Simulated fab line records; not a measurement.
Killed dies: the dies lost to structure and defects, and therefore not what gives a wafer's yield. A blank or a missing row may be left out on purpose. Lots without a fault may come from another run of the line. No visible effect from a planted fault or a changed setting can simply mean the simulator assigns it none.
A lot that was struck, set against a sound lot | flow nand harc | 36 steps out of a route of 1159
Sound: these wafers, L255.1, L255.3, L255.5. Struck: wafer L263.4. At the end, the cause is stated.
Per side, at each step with rows, come the tool, then ch with its chambers, and then its first start. Under that, the readings that differ: sound wafers | struck wafers | difference of the means | sigmas: that difference in standard deviations of wafers without a fault.
alike: words and numbers the same on both sides, and readings whose means are apart by under 2 such deviations; not compared: readings that were withheld, readings missing a value for some wafer, numbers with overlapping values and no deviation given by the record, and bounds like >300 which may hide the same value.
A row with sigmas, a row that says differs or no value, or rows on one side alone: a step with any of these is where the two part. Numbers that don't overlap but have no deviation are shown without sigmas and don't part them. Lack of a reading on every wafer of one side parts them only where that side has two or more wafers.

first, 2 steps without rows for these wafers: NHARC_P_M0_PEB_07 (peb time 65 s); NHARC_P_M0_DEVELOP_08 (develop time 35 s).
NHARC_P_M0_CD_MEAS_09: the cd target is 90 nm.
  sound on cd sem-03 ch 0, day 6 07:19; struck on cd sem-02 ch 0, day 8 05:11
  alike: cd nm
NHARC_P_M0_OVL_MEAS_10: pitch 180 nm.
  sound: overlay-02 at day 6 07:25; struck: overlay-01 at day 8 05:16
  alike: overlay x nm, overlay y nm
NHARC_P_M0_INSPECT_11:
  sound: defect inspect-02 at day 6 07:27; struck: defect inspect-02 at day 8 05:19
  alike: raw defect count
NHARC_P_M0_DESCUM_14: chemistry O2, time 3 s.
  sound on rie diel-04 ch 1,3, day 6 07:31; struck on rie diel-05 ch 0, day 8 05:23
  alike: drypump motor current A, oes product au, rf vpp V, showerhead plenum p Torr, throttle valve pct
  not compared: rf hours counter h
NHARC_P_M0_ETCH_34: etches the open film in N2/H2, target depth 40 nm, overetch 12 nm, time 43.94 s.
  sound on rie diel-04 ch 0,1,2, day 6 07:36; struck on rie diel-05 ch 3, day 8 05:27
  alike: drypump motor current A, n2 flow sccm, oes product au, rf vpp V, showerhead plenum p Torr, throttle valve pct
  not compared: rf hours counter h
then, 1 step without rows for these wafers: NHARC_P_M0_ETCH_15 (etches the open film in C4F8/Ar, target depth 150 nm, overetch 15 nm, time 82.5 s).
NHARC_P_M0_CD_MEAS_16:
  sound: cd sem-02 at day 6 07:49; struck: cd sem-03 at day 8 05:41
  alike: cd nm
NHARC_P_M0_STRIP_18: strips in N2/H2.
  sound on rie diel-05 ch 0,1,3, day 6 07:53; struck on rie diel-08 ch 2, day 8 05:45
  reading                         | sound          | struck | difference | sigmas
  rf vpp V (V)                    | 91.2 88.9 90.0 | 92.5   | +2.5       | +3
  showerhead plenum p Torr (Torr) | 2.06 1.98 2.10 | 2.20   | +0.15      | +3
  alike: drypump motor current A, n2 flow sccm, oes product au, throttle valve pct
  not compared: rf hours counter h
then, 2 steps without rows for these wafers: NHARC_P_M0_STRIP_19 (strips in post etch residue remover, time 600 s); NHARC_P_M0_DEGAS_28 (time 60 s).
NHARC_P_M0_PRE_CLEAN_29: time 30 s.
  sound: pvd sputter-01 at day 6 08:29; struck: pvd sputter-03 at day 8 06:22
  alike: heater power w
NHARC_P_M0_PVD_20: deposits TaN, target thk 5 nm, time 8.06 s.
  sound on pvd sputter-01; struck on pvd sputter-03
  alike: chamber pressure pa, throttle valve pct
then, 4 steps without rows for these wafers: NHARC_P_M0_PVD_21 (deposits Cu, target thk 30 nm, time 20.49 s); NHARC_P_M0_ECD_22 (material Cu, target thk 400 nm); NHARC_P_M0_ANNEAL_30 (time 90 s); NHARC_P_M0_CMP_23 (polishes, t overpolish 20 s, target thk 117.53 nm).
NHARC_P_M0_THK_MEAS_24: measures by xrf.
  sound: film metro-02 at day 6 09:51; struck: film metro-02 at day 8 07:42
  alike: thk nm
then, 13 steps without rows for these wafers: NHARC_P_M0_SRD_25; NHARC_P_M0_PRE_CLEAN_31 (time 12 s); NHARC_P_M0_DEP_32 (deposits SiCN, target thk 30 nm); NHARC_P_M1_DEP_00 (deposits SiOC, target thk 182.5 nm); NHARC_P_M1_DEHYDRATE_01 (time 120 s); NHARC_P_M1_HMDS_02 (time 30 s); NHARC_P_M1_COAT_34 (time 65 s); NHARC_P_M1_COAT_03 (resist thk 90 nm); NHARC_P_M1_SOFTBAKE_04 (time 55 s); NHARC_P_M1_EBR_05; NHARC_P_M1_EXPOSE_06 (exposes mask P M1, target cd 130 nm); NHARC_P_M1_PEB_07 (peb time 65 s); NHARC_P_M1_DEVELOP_08 (develop time 35 s).
NHARC_P_M1_CD_MEAS_09: the cd target is 130 nm.
  sound on cd sem-02 ch 0, day 6 11:26; struck on cd sem-02 ch 0, day 8 09:17
  alike: cd nm
NHARC_P_M1_OVL_MEAS_10: pitch 260 nm.
  sound: overlay-02 at day 6 11:31; struck: overlay-01 at day 8 09:22
  reading           | sound       | struck | difference | sigmas
  overlay x nm (nm) | 2.8 2.5 2.2 | 0.1    | -2.4       | -2
  alike: overlay y nm
NHARC_P_M1_DESCUM_14: chemistry O2, time 3 s.
  sound on rie diel-11 ch 0,2, day 6 11:37; struck on rie diel-09 ch 3, day 8 12:04
  reading | sound | struck                   | difference                   | sigmas
  hold    | - - - | await dispo/2.4h/release | no value on the sound wafers |
  alike: drypump motor current A, oes product au, rf vpp V, showerhead plenum p Torr, throttle valve pct
  not compared: rf hours counter h
-- jump in the record: it breaks off in module P_M1 and resumes in module END (first step shown: number 1159 of the route), and 13 days separate the struck wafers' starts before and after --
NHARC_END_SORT_01:
  sound on prober-01 ch 0, day 19 16:44; struck on prober-02 ch 0, day 21 12:54
  reading             | sound | struck | difference | sigmas
  killed at periphery | 1 1 0 | 10     | +9         | +4
  alike: defect limited yield, killed at array, killed at other, killed dies, killed open, killed short, sort_bin_2_pct, sort_bin_3_pct, sort_bin_4_pct, sort n pass, sort rim yield pct, sort yield pct

## WHERE THEY PART
Last at NHARC_END_SORT_01 as far as this record goes, first at NHARC_P_M0_STRIP_18.

WHY: what the simulator had put in
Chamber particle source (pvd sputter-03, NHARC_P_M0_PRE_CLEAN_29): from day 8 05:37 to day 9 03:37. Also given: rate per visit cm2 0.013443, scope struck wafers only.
